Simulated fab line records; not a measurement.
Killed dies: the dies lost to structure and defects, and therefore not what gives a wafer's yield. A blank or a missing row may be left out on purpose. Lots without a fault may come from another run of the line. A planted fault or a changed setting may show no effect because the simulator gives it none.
Chamber matching | flow n5-finfet | 4 sister chambers for N5_ILD0_LINER_00 on ald-sin-01
The step material SiNx, target thk 4 nm, pulse time 1 s, purge time 2 s. 16 wafers are shown with their chamber, then 8 later ones without.

WAFERS PAIRED WITH THEIR CHAMBERS
wafer  | chamber | heater-power-w (W) | precursor-pulse-height-rel
L079.1 | 1       | 841                | 1.037
L079.3 | 3       | 830                | 0.972
L079.4 | 2       | 966                | 1.013
L082.1 | 2       | 1000               | 1.009
L082.3 | 0       | 704                | 0.984
L082.6 | 2       | 977                | 0.992
L083.2 | 1       | 837                | 0.967
L083.3 | 0       | 694                | 0.976
L083.4 | 2       | 969                | 1.003
L084.4 | 0       | 700                | 0.967
L084.5 | 0       | 701                | 1.006
L084.6 | 3       | 823                | 0.996
L086.1 | 0       | 712                | 1.031
L086.2 | 1       | 884                | 0.998
L086.3 | 2       | 989                | 0.973
L086.4 | 3       | 854                | 0.997

SIGNATURES (means of the wafers above)
reading                    | chamber 0 | chamber 1 | chamber 2 | chamber 3 | scatter within a chamber
heater-power-w             | 702.20    | 854.00    | 980.20    | 835.67    | 15.5
precursor-pulse-height-rel | 0.99280   | 1.00067   | 0.99800   | 0.98833   | 0.0234
Rule: a wafer's distance from a chamber is the root of the sum, over the readings, of the square of ((its reading less the chamber's mean) divided by the reading's scatter). The wafer belongs to the nearest chamber; if the next one is less than 2 further off, it can't be placed. The scatter: take each reading less its chamber's mean, square it, sum over the shown wafers, divide by the number of wafers less the number of chambers, and take the root.

WAFERS MISSING THEIR CHAMBER
wafer  | heater-power-w (W) | precursor-pulse-height-rel
L086.5 | 961                | 0.982
L086.6 | 854                | 0.993
L093.1 | 706                | 1.027
L093.2 | 883                | 0.990
L093.3 | 964                | 1.005
L093.4 | 852                | 1.002
L093.5 | 955                | 0.983
L093.6 | 697                | 0.983

WHICH CHAMBER EACH ONE RAN IN
wafer  | from the rows above     | in truth
L086.5 | 2                       | 2
L086.6 | can't be placed: 1 or 3 | 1
L093.1 | 0                       | 0
L093.2 | can't be placed: 1 or 3 | 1
L093.3 | 2                       | 2
L093.4 | can't be placed: 1 or 3 | 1
L093.5 | 2                       | 2
L093.6 | 0                       | 0
Correctly placed: 5 of 8. Can't be placed from these rows: 3 (the true chamber is among the candidates in 3). Number placed wrongly: 0.
